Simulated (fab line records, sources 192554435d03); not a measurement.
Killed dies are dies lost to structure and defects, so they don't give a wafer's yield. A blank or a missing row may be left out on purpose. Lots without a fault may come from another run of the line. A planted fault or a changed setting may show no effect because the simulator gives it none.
Chamber matching | flow n5_finfet | N5_BEOL_M5_CURE_79 on uv_cure-02: 3 sister chambers
The step cures SiCOH lowk, time 240 s. 3 wafers are shown with their chamber, then 8 later ones without.

WAFERS WITH THEIR CHAMBER
wafer  | chamber | wafer_temp_C_max
L075.5 | 0       | 387.0
L085.6 | 1       | 387.2
L088.2 | 2       | 386.9

WAFERS WITHOUT THEIR CHAMBER
wafer  | wafer_temp_C_max
L088.5 | 386.2
L088.6 | 386.4
L092.4 | 386.8
L092.5 | 387.0
L092.6 | 386.5
L093.1 | 387.1
L093.2 | 386.2
L093.4 | 387.1

WHICH CHAMBER EACH WENT THROUGH
wafer  | from the rows above          | in truth
L088.5 | can't be placed: 2 or 0 or 1 | 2
L088.6 | can't be placed: 2 or 0 or 1 | 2
L092.4 | can't be placed: 2 or 0 or 1 | 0
L092.5 | can't be placed: 0 or 2 or 1 | 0
L092.6 | can't be placed: 2 or 0 or 1 | 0
L093.1 | can't be placed: 1 or 0 or 2 | 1
L093.2 | can't be placed: 2 or 0 or 1 | 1
L093.4 | can't be placed: 1 or 0 or 2 | 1
Placed correctly: 0 of 8. Can't be placed from these rows: 8 (the true chamber is among the candidates in 8). Placed wrongly: 0.
How it was worked out, from the rows above alone: a wafer's distance from a chamber is the root of the sum, over the readings, of the square of ((its reading less the chamber's mean) divided by the reading's scatter). The wafer belongs to the nearest chamber; if the next one is less than 2 further off, it can't be placed. A chamber's mean is the mean of its shown wafers. The scatter: with one shown wafer a chamber, the root of the mean of the squares of how far each hidden wafer lies from its nearest shown one.
